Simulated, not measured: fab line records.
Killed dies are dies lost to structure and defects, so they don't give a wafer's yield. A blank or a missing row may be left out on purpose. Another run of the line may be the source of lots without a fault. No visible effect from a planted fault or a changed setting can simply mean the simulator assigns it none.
2 desks looking at one fault / flow n5_finfet / each desk has only its own numbers; what lay behind them comes last

## METROLOGY DESK
Lot by lot, what the gauges showed, no matter which tool ran the lot: averages of those sampled wafers that carry a number. The brackets show how far a lot's mean lies from the usual mean; more than 4 standard deviations puts the lot out of limits, marked OUT. 7 of its 11 readings are shown, namely those furthest out on some lot.
Columns: A = CJ_N at N5_BEOL_M4_RC_MEAS_101, usual 4.35; B = DIBL_P at N5_BEOL_M4_RC_MEAS_101, usual 37.0 mV/V; C = IOFF_N at N5_BEOL_M4_RC_MEAS_101, usual 0.17 nA/um; D = IOFF_P at N5_BEOL_M4_RC_MEAS_101, usual 0.22 nA/um; E = ION_N at N5_BEOL_M4_RC_MEAS_101, usual 673 uA/um; F = ION_P at N5_BEOL_M4_RC_MEAS_101, usual 462 uA/um; G = VT_N at N5_BEOL_M4_RC_MEAS_101, usual 250 mV
lot=L607; first seen here=day 8 20:34; A=4.37; B=38.5; C=0.20; D=0.24; E=671; F=459; G=248
lot=L606; first seen here=day 8 22:50; A=4.42; B=38.8; C=0.18; D=0.22; E=679; F=460; G=248
lot=L608; first seen here=day 9 03:59; A=4.30; B=37.1; C=0.16; D=0.20; E=664; F=459; G=252
lot=L611; first seen here=day 9 12:34; A=4.39; B=36.1; C=0.15; D=0.18; E=665; F=453; G=252
lot=L613; first seen here=day 10 08:27; A=4.35; B=36.5; C=0.15; D=0.21; E=672; F=466; G=250
lot=L612; first seen here=day 10 17:13; A=4.37; B=38.0; C=0.19; D=0.23; E=675; F=461; G=247
lot=L617; first seen here=day 10 21:02; A=4.22; B=37.3; C=0.17; D=0.22; E=684; F=467; G=248
lot=L621; first seen here=day 12 06:20; A=4.27; B=39.8; C=0.22; D=0.29; E=690; F=476; G=244
lot=L626; first seen here=day 13 12:33; A=4.41; B=33.7; C=0.14; D=0.18; E=675; F=460; G=252
lot=L629; first seen here=day 15 19:44; A=4.26; B=35.8; C=0.15; D=0.19; E=674; F=458; G=250
Finding of this desk: none of the 10 lots has anything out of limits.

## FOR THE TOOL OWNER'S DESK: epi_rpcvd-01
The tool's own readings at N5_WELL_APT_EPI_41 (deposits Si from SiH4/H2, target thk 50 nm, time 297.7 s): means of the sampled wafers that have a number, for each lot that ran on this tool. The brackets show how far a lot's mean lies from the usual mean; more than 4 standard deviations puts the lot out of limits, marked OUT.
Columns: A = throttle_valve_pct at N5_WELL_APT_EPI_41, usual 11.1 %
lot=L606; first seen here=day 1 16:07; A=11.6
lot=L608; first seen here=day 2 04:05; A=11.5
lot=L617; first seen here=day 4 09:58; A=11.3
lot=L621; first seen here=day 5 10:22; A=11.6
Finding of this desk: none of the 4 lots has anything out of limits.

## PUT TOGETHER
Nothing out of limits was seen by the metrology desk.
The tool owner's desk saw nothing out of limits.

## WHAT THE SIMULATOR HAD INSERTED
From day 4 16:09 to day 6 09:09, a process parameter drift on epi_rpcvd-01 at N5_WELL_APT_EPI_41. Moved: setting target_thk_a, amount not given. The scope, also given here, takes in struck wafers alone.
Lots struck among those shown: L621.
